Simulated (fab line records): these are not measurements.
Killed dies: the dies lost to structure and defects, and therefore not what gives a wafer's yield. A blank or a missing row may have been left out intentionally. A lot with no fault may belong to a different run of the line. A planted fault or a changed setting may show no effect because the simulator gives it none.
fab line records	flow n5_finfet
record lots=7	wafers=39
route steps=1938 shown FIN_SAQP@99 HKMG_FIN@442 MOL_CONTACT_COAG@559 BEOL_M1@838 BEOL_M7@1263
start_h: hours from the record's first day to the start of the lot's first wafer shown	wait_h: time in hours since the lot's previous step	" repeats the value in the row above	L1.1+2: a row that stands for several wafers	- value missing, or start not given	* or withheld: withheld	< > ~ a bound
route shown NAME@n: NAME is a module with steps in the file, n the number in the route of the first one	usual: the fault-free wafers' mean and standard deviation	same: alike in all rows	chamber/n: place in a boat	sites: readings site by site	_std_site: standard deviation of those values	_edge_site: inner sites' mean taken away from outer sites' mean	radius_mm: for every site, how far away it sits from the centre of the wafer	mask NAME#n: copy n	behind: the last tool/chamber to shape the wafer	hold: what put the lot on hold/how long, in hours/how the hold closed	device: which transistor (n, p or np) failed to switch	end of line: the tests these same wafers got at the end of their route	a step without rows: its recipe alone	killed: at the first sort, the dies lost to defects and structure; wafer yield is something else	map: per-die view of a wafer (x killed, . not killed, _ where there is no die)
set.NAME: the setting as run; set.NAME@STEP: as run at that earlier step	model.NAME: the simulator's own value behind a step, which no gauge read
lots with deliberately changed settings; one table per step, one row per wafer
## steps
# step N5_FIN_SAQP_PECVD_48
# recipe material=SiNx	target_thk_a=250	temp_c=400	precursor=SiH4/NH3/N2	pressure_torr=1.5	rf_w=300	time_s=22.1
lot.wafer	tool	chamber	start_h	wait_h	set.time_s	model.SiNx_of_FIN_SAQP_PECVD_48.thk_nm
L076.1	pecvd-02	1	34.82	0.0	22.1	24.2
L076.2	"	0	"	"	22.1	24.53
L076.3	"	0	"	"	13.43	15.35
L076.4	"	1	"	"	22.1	24.42
L076.5	"	0	"	"	13.43	15.13
L076.6	"	1	"	"	13.43	14.8
L078.1	pecvd-04	0	45.02	0.0	22.1	25.14
L078.2	"	2	"	"	22.1	24.84
L078.4	"	0	"	"	22.1	25.34
L080.1	pecvd-04	2	57.37	0.0	22.1	24.56
L080.2	"	1	"	"	18.1	19.92
L080.3	"	1	"	"	18.1	20.35
L080.4	"	2	"	"	18.1	20.39
L080.5	"	1	"	"	22.1	24.76
L080.6	"	2	"	"	22.1	25.18
L083.1	pecvd-02	1	76.79	0.0	22.1	24.25
L083.2+5	"	0	"	"	22.1	24.96
L083.3	"	1	"	"	32.33	35.91
L083.4	"	0	"	"	32.33	36.59
L083.6	"	1	"	"	32.33	35.96
L088.1	pecvd-04	1	105.06	0.0	22.1	24.79
L088.2	"	0	"	"	22.1	24.87
L088.3	"	2	"	"	22.1	24.61
L088.4	"	0	"	"	22.1	25.37
L088.5	"	1	"	"	22.1	24.82
L088.6	"	2	"	"	22.1	25.18
L089.1	pecvd-02	2	111.47	0.0	8.978	9.297
L089.2	"	0	"	"	22.1	24.69
L089.3	"	1	"	"	8.978	9.445
L089.4	"	2	"	"	22.1	24.57
L089.5	"	1	"	"	22.1	24.71
L089.6	"	0	"	"	8.978	9.975
L093.1	pecvd-02	2	135.13	0.0	27.29	30.41
L093.2	"	0	"	"	22.1	25.26
L093.3	"	1	"	"	27.29	30.39
L093.4	"	0	"	"	27.29	31.66
L093.5	"	2	"	"	22.1	25.08
L093.6	"	1	"	"	22.1	25.17
# step N5_FIN_SAQP_PECVD_06
# recipe material=a-Si	target_thk_a=600	temp_c=400	precursor=SiH4/He	pressure_torr=3	rf_w=100	time_s=48.1
# step N5_FIN_SAQP_MANDREL1_REMOVE_56
# recipe chemistry=HBr/Cl2/O2	bt_time_s=10	target=a-Si	stop_on=SiNx	endpoint=OES-SiCl	over_etch_frac=1	icp_w=600	bias_w=22	HBr_flow_sccm=150	Cl2_flow_sccm=80	O2_flow_sccm=5	pressure_mtorr=10
# step N5_FIN_SAQP_ETCH_57
# recipe chemistry=CH3F/O2	target=SiNx	mask_material=SiO2	target_depth_a=325	time_s=46.4	pressure_mtorr=30	source_w=395	bias_w=73	Ar_flow_sccm=150	CH3F_flow_sccm=30	O2_flow_sccm=20	ion_energy_ev=120	ends=cleared
# usual etch_rf_on_time_s=45.8/1.3
lot.wafer	tool	chamber	start_h	wait_h	set.time_s@FIN_SAQP_PECVD_48	etch_rf_on_time_s	model.etch.depth_nm
L076.1	rie_diel-01	1	37.95	0.1	22.1	46.0	24.19
L076.2	"	2	"	"	22.1	46.1	24.53
L076.3	"	0	"	"	13.43	27.8	15.26
L076.4	"	0	"	"	22.1	44.6	24.34
L076.5	"	2	"	"	13.43	28.6	15.13
L076.6	"	1	"	"	13.43	27.9	14.72
L078.1	rie_diel-03	0	48.10	0.0	22.1	46.3	25.05
L078.2	"	1	"	"	22.1	45.6	24.83
L078.4	"	2	"	"	22.1	46.7	25.25
L080.1	rie_diel-05	0	60.10	0.0	22.1	45.8	24.55
L080.2	"	3	"	"	18.1	36.5	19.84
L080.3	"	1	"	"	18.1	37.3	20.26
L080.4	"	0	"	"	18.1	38.3	20.39
L080.5	"	1	"	"	22.1	45.4	24.75
L080.6	"	3	"	"	22.1	46.1	25.18
L083.1	rie_diel-01	2	80.53	0.4	22.1	44.3	24.18
L083.2	"	3	"	"	22.1	45.2	24.96
L083.3	"	1	"	"	32.33	63.1	35.82
L083.4	"	0	"	"	32.33	65.8	36.57
L083.5	"	1	"	"	22.1	44.1	24.87
L083.6	"	2	"	"	32.33	66.3	35.94
L088.1	rie_diel-03	2	107.85	0.0	22.1	45.4	24.79
L088.2	"	3	"	"	22.1	45.6	24.78
L088.3	"	0	"	"	22.1	46.5	24.54
L088.4	"	1	"	"	22.1	45.9	25.36
L088.5	"	2	"	"	22.1	44.7	24.73
L088.6	"	3	"	"	22.1	46.2	25.1
L089.1	rie_diel-03	3	114.49	0.1	8.978	17.0	9.218
L089.2	"	0	"	"	22.1	46.6	24.68
L089.3	"	1	"	"	8.978	17.0	9.445
L089.4	"	2	"	"	22.1	43.9	24.47
L089.5	"	3	"	"	22.1	45.3	24.63
L089.6	"	2	"	"	8.978	17.9	9.882
L093.1	rie_diel-05	3	139.68	0.3	27.29	56.8	30.32
L093.2	"	2	"	"	22.1	48.2	25.26
L093.3	"	1	"	"	27.29	56.8	30.31
L093.4	"	0	"	"	27.29	59.9	31.64
L093.5	"	0	"	"	22.1	47.2	25.06
L093.6	"	1	"	"	22.1	46.4	25.17
# step N5_HKMG_FIN_ALD_91
# recipe material=TiN	target_thk_a=10	temp_c=400	ald_precursor_family=TiCl4	ald_co_reactant=NH3	pulse_time_s=1	purge_time_s=3	co_reactant_purge_time_s=2	co_reactant_pulse_time_s=2	ald_cycles=47	pressure_torr=3
lot.wafer	tool	chamber	start_h	wait_h	set.ald_cycles	model.TiN_of_HKMG_FIN_ALD_91.thk_nm
L076.1+3+4	ald_metal-01	2,1,0	89.95	0.3	66	1.4
L076.2+5+6	"	3,1,0	"	"	47	1
L078.1+2+4	ald_metal-01	3,1,2	102.28	0.3	47	1
L080.1+3+5	ald_metal-02	2,0,0	111.06	0.3	19	0.4
L080.2+4+6	"	3,1,3	"	"	47	1
L083.1+3+4	ald_metal-03	1,3,0	131.48	0.3	47	1
L083.2+5+6	"	2,0,1	"	"	62	1.4
L088.1+2+3+4+5+6	ald_metal-03	1,3,0,3,0,1	159.70	0.3	47	1
L089.1+2+6	ald_metal-02	1,0,2	166.42	0.3	69	1.4
L089.3+4+5	"	3,2,3	"	"	47	1
L093.1+5+6	ald_metal-03	2,1,0	190.69	0.3	29	0.6
L093.2+3+4	"	1,0,3	"	"	47	1
# step N5_HKMG_FIN_COAT_85
# recipe resist=SOC	temp_c=250	time_s=60	spin_rpm=1500	resist_thk_nm=300
# step N5_HKMG_FIN_ETCH_86
# recipe chemistry=N2/H2	target=SOC	target_depth_a=3932	stop_on=TiN	ion_energy_ev=100	bias_w=61	pressure_mtorr=30	source_w=850	n2_flow_sccm=200	h2_flow_sccm=200
lot.wafer	tool	chamber	start_h	wait_h	set.ald_cycles@HKMG_FIN_ALD_91	model.TiN_of_HKMG_FIN_ALD_91.thk_nm
L076.1+3+4	rie_diel-01	1,2,0	90.37	-	66	1.4
L076.2+5+6	"	3,1,2	"	"	47	1
L078.1+2+4	rie_diel-03	2,0,3	102.62	-	47	1
L080.1+3+5	rie_diel-01	3,2,2	111.46	-	19	0.4
L080.2+4+6	"	0,3,0	"	"	47	1
L083.1+3+4	rie_diel-01	2,3,1	131.85	-	47	1
L083.2+5+6	"	0,1,0	"	"	62	1.4
L088.1+2+3+4+5+6	rie_diel-05	2,3,1,0,1,2	160.04	-	47	1
L089.1+2+6	rie_diel-05	2,1,1	166.78	-	69	1.4
L089.3+4+5	"	3,0,2	"	"	47	1
L093.1+5	rie_diel-03	2,3	191.10	-	29	0.6
L093.2+3+4	"	3,1,1	"	"	47	1
L093.6	"	2	"	"	29	0
# step N5_MOL_CONTACT_COAG_ALD_27
# recipe material=SiOC	target_thk_a=170	temp_c=400	ald_precursor_family=carbosiloxane	ald_co_reactant=H2-plasma	pulse_time_s=1.5	time_s=2720	purge_time_s=2	co_reactant_purge_time_s=2	ald_cycles=340	pressure_torr=2
lot.wafer	tool	chamber	start_h	wait_h	set.ald_cycles	model.SiOC_of_MOL_CONTACT_COAG_ALD_27.thk_nm
L076.1+4+6	ald_sin-02	0,3,0	108.37	0.0	340	16.8
L076.2+3+5	"	1,2,1	"	"	483	24
L078.1+2+4	ald_sin-04	1,3,0	120.60	0.3	340	17
L080.1+6	ald_sin-04	0,1	129.36	0.0	340	17.2
L080.2+5	"	1,0	"	"	416	20.8
L080.3	"	2	"	"	416	20.6
L080.4	"	3	"	"	340	17
L083.1	ald_sin-04	2	151.15	0.3	458	22.8
L083.2+4	"	3,1	"	"	340	17
L083.3+6	"	0,1	"	"	458	23
L083.5	"	0	"	"	340	17.2
L088.1+5	ald_sin-04	2	177.02	0.0	154	7.6
L088.2	"	0	"	"	154	7.8
L088.3+4+6	"	3,1,1	"	"	340	17
L089.1	ald_sin-04	0	185.25	0.0	340	17.2
L089.2+6	"	3,1	"	"	474	23.8
L089.3	"	1	"	"	474	23.6
L089.4	"	2	"	"	340	17
L089.5	"	2	"	"	340	16.8
L093.1+2+3+4+5	ald_sin-04	3,1,0,2,1	209.85	0.0	340	17
L093.6	"	0	"	"	340	17.2
# step N5_BEOL_M1_DEP_57
# recipe material=SiCN	target_thk_a=80	temp_c=withheld	precursor=3MS/NH3	pressure_torr=3	rf_w=202	time_s=14
lot.wafer	tool	chamber	start_h	wait_h	set.target_thk_a	model.SiCN_of_BEOL_M1_DEP_57.thk_nm
L076.1	pecvd-04	0	147.71	0.0	80	8
L076.2+3	"	2,1	"	"	80	7.8
L076.4+5+6	"	0,1,2	"	"	45.24	4.6
L078.1+2+4	pecvd-03	1,0,1	153.62	0.0	80	7.8
L080.1	pecvd-01	2	171.88	0.0	80	7.8
L080.2	"	0	"	"	40.31	4
L080.3+6	"	1	"	"	40.31	4.2
L080.4	"	2	"	"	80	8
L080.5	"	0	"	"	80	8.2
L083.1+5	pecvd-04	2	184.14	0.0	52.25	5.2
L083.2+3+4	"	0,1,1	"	"	80	8
L083.6	"	0	"	"	52.25	5.4
L088.1+3	pecvd-04	0,2	218.66	0.0	80	8.4
L088.2+4	"	1	"	"	54.67	5.6
L088.5	"	2	"	"	54.67	5.8
L088.6	"	0	"	"	80	8.6
L089.1+2+4	pecvd-01	1,0,0	221.75	0.0	80	8
L089.3+5+6	"	1,0,1	"	"	115	11.6
L093.1+2	pecvd-03	0,2	242.30	0.0	80	7.8
L093.3+4+5+6	"	1,2,1,0	"	"	80	8
# step N5_BEOL_M7_ILD_DEP_00
# recipe material=SiCOH_lowk	target_thk_a=1797.5	temp_c=300	precursor=DEMS/porogen	pressure_torr=5	rf_w=500	time_s=33.4
lot.wafer	tool	chamber	start_h	wait_h	set.time_s	model.SiCOH_lowk_of_BEOL_M7_ILD_DEP_00.thk_nm
L078.1	pecvd-01	1	211.92	0.0	33.4	175.4
L078.2	"	0	"	"	33.4	175.2
L078.4	"	1	"	"	33.4	175.6
L076.1	pecvd-02	0	214.37	0.0	39.87	214.2
L076.2	"	1	"	"	33.4	179.6
L076.3	"	2	"	"	39.87	212.2
L076.4	"	1	"	"	33.4	182.2
L076.5	"	2	"	"	33.4	181
L076.6	"	0	"	"	39.87	216.6
L080.1	pecvd-03	2	221.35	0.0	47.06	248
L080.2	"	1	"	"	33.4	177
L080.3	"	0	"	"	33.4	179.2
L080.4	"	2	"	"	33.4	180.6
L080.5	"	0	"	"	47.06	251
L080.6	"	1	"	"	47.06	253
L083.1	pecvd-03	1	239.03	0.0	33.4	178.2
L083.2+5	"	2,0	"	"	33.4	179
L083.3	"	0	"	"	33.4	178.4
L083.4	"	1	"	"	33.4	181.8
L083.6	"	2	"	"	33.4	181.6
L088.1+4	pecvd-03	1,0	269.39	0.0	33.4	180.6
L088.2	"	0	"	"	18.5	100.6
L088.3	"	2	"	"	18.5	102.6
L088.5	"	2	"	"	18.5	104.2
L088.6	"	1	"	"	33.4	182.6
L089.1	pecvd-02	0	274.40	0.0	33.4	177
L089.2	"	2	"	"	13.71	73.2
L089.3	"	1	"	"	13.71	75.2
L089.4	"	0	"	"	13.71	75.6
L089.5	"	1	"	"	33.4	179
L089.6	"	2	"	"	33.4	178.4
L093.1	pecvd-01	1	296.53	0.0	43.5	230
L093.2	"	0	"	"	33.4	179.4
L093.3	"	2	"	"	33.4	178
L093.4	"	2	"	"	43.5	236
L093.5	"	1	"	"	43.5	234
L093.6	"	0	"	"	33.4	181.8
# step N5_BEOL_M7_CURE_74
# recipe temp_c=385	time_s=240	ambient=He/Ar	material=SiCOH_lowk
lot.wafer	tool	chamber	start_h	wait_h	set.time_s@BEOL_M7_ILD_DEP_00	model.SiCOH_lowk_of_BEOL_M7_ILD_DEP_00.thk_nm
L078.1	uv_cure-02	2	212.01	0.1	33.4	151.2
L078.2	"	2	"	"	33.4	151
L078.4	"	2	"	"	33.4	151.4
L076.1	uv_cure-02	1	214.44	0.0	39.87	185.2
L076.2	"	1	"	"	33.4	155
L076.3	"	1	"	"	39.87	183.4
L076.4	"	1	"	"	33.4	157.2
L076.5	"	1	"	"	33.4	156
L076.6	"	1	"	"	39.87	187.2
L080.1	uv_cure-02	1	221.81	0.4	47.06	214.6
L080.2	"	1	"	"	33.4	152.6
L080.3	"	1	"	"	33.4	154.6
L080.4	"	1	"	"	33.4	155.6
L080.5	"	1	"	"	47.06	217.2
L080.6	"	1	"	"	47.06	219
L083.1+3	uv_cure-02	1	239.09	0.0	33.4	153.8
L083.2+5	"	1	"	"	33.4	154.4
L083.4	"	1	"	"	33.4	156.8
L083.6	"	1	"	"	33.4	156.6
L088.1+4	uv_cure-01	1	269.46	0.0	33.4	155.8
L088.2	"	1	"	"	18.5	86.4
L088.3	"	1	"	"	18.5	88
L088.5	"	1	"	"	18.5	89.6
L088.6	"	1	"	"	33.4	157.6
L089.1	uv_cure-02	0	274.46	0.0	33.4	152.6
L089.2	"	0	"	"	13.71	62.8
L089.3	"	0	"	"	13.71	64.4
L089.4	"	0	"	"	13.71	64.8
L089.5	"	0	"	"	33.4	154.4
L089.6	"	0	"	"	33.4	153.8
L093.1	uv_cure-02	2	296.59	0.0	43.5	199
L093.2	"	2	"	"	33.4	154.6
L093.3	"	2	"	"	33.4	153.4
L093.4	"	2	"	"	43.5	204.2
L093.5	"	2	"	"	43.5	202.4
L093.6	"	2	"	"	33.4	156.8
# step N5_BEOL_M7_THK_MEAS_01
# recipe reads=SiCOH_lowk_of_BEOL_M7_ILD_DEP_00
# usual M7_ILD_THK=154.6/2.1
lot.wafer	tool	chamber	start_h	wait_h	set.time_s@BEOL_M7_ILD_DEP_00	M7_ILD_THK[nm]
L078.1	film_metro-02	-	212.52	0.4	33.4	151.3
L078.2	"	-	"	"	33.4	151.0
L078.4	"	-	"	"	33.4	151.4
L076.1	film_metro-02	-	214.95	0.4	39.87	185.0
L076.2	"	-	"	"	33.4	154.9
L076.3	"	-	"	"	39.87	183.3
L076.4	"	-	"	"	33.4	157.2
L076.5	"	-	"	"	33.4	156.1
L076.6	"	-	"	"	39.87	187.4
L080.1	film_metro-02	-	222.80	0.8	47.06	214.7
L080.2	"	-	"	"	33.4	152.7
L080.3	"	-	"	"	33.4	154.5
L080.4	"	-	"	"	33.4	155.9
L080.5	"	-	"	"	47.06	217.4
L080.6	"	-	"	"	47.06	219.1
L083.1	film_metro-02	-	239.60	0.4	33.4	153.8
L083.2	"	-	"	"	33.4	154.5
L083.3	"	-	"	"	33.4	153.8
L083.4	"	-	"	"	33.4	156.9
L083.5	"	-	"	"	33.4	154.4
L083.6	"	-	"	"	33.4	156.6
L088.1	film_metro-02	-	269.97	0.4	33.4	155.7
L088.2	"	-	"	"	18.5	86.5
L088.3	"	-	"	"	18.5	88.0
L088.4	"	-	"	"	33.4	155.7
L088.5	"	-	"	"	18.5	89.5
L088.6	"	-	"	"	33.4	157.5
L089.1	film_metro-01	-	274.97	0.4	33.4	152.7
L089.2	"	-	"	"	13.71	62.7
L089.3	"	-	"	"	13.71	64.4
L089.4	"	-	"	"	13.71	64.8
L089.5	"	-	"	"	33.4	154.6
L089.6	"	-	"	"	33.4	153.8
L093.1	film_metro-02	-	297.10	0.4	43.5	199.0
L093.2	"	-	"	"	33.4	154.7
L093.3	"	-	"	"	33.4	153.4
L093.4	"	-	"	"	43.5	204.2
L093.5	"	-	"	"	43.5	202.5
L093.6	"	-	"	"	33.4	156.8
## key
split step=N5_FIN_SAQP_PECVD_48	setting=time_s	stated=22.1	by=wafer
response step=N5_FIN_SAQP_PECVD_48	reading=model.SiNx_of_FIN_SAQP_PECVD_48.thk_nm	change=+0.248	per=1%	r=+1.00
response step=N5_FIN_SAQP_ETCH_57	reading=etch_rf_on_time_s	change=*	per=1%	r=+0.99
response step=N5_FIN_SAQP_ETCH_57	reading=model.etch.depth_nm	change=+0.248	per=1%	r=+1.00
split step=N5_HKMG_FIN_ALD_91	setting=ald_cycles	stated=47	by=wafer
response step=N5_HKMG_FIN_ALD_91	reading=model.TiN_of_HKMG_FIN_ALD_91.thk_nm	change=+0.01	per=1%	r=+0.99
response step=N5_HKMG_FIN_ETCH_86	reading=model.TiN_of_HKMG_FIN_ALD_91.thk_nm	change=+0.0108	per=1%	r=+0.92
split step=N5_MOL_CONTACT_COAG_ALD_27	setting=ald_cycles	stated=340	by=wafer
response step=N5_MOL_CONTACT_COAG_ALD_27	reading=model.SiOC_of_MOL_CONTACT_COAG_ALD_27.thk_nm	change=+0.17	per=1%	r=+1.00
split step=N5_BEOL_M1_DEP_57	setting=target_thk_a	stated=80	by=wafer
response step=N5_BEOL_M1_DEP_57	reading=model.SiCN_of_BEOL_M1_DEP_57.thk_nm	change=+0.0797	per=1%	r=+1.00
split step=N5_BEOL_M7_ILD_DEP_00	setting=time_s	stated=33.4	by=wafer
response step=N5_BEOL_M7_ILD_DEP_00	reading=model.SiCOH_lowk_of_BEOL_M7_ILD_DEP_00.thk_nm	change=+1.76	per=1%	r=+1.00
response step=N5_BEOL_M7_CURE_74	reading=model.SiCOH_lowk_of_BEOL_M7_ILD_DEP_00.thk_nm	change=+1.53	per=1%	r=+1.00
response step=N5_BEOL_M7_THK_MEAS_01	reading=M7_ILD_THK	change=+1.53	per=1%	r=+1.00
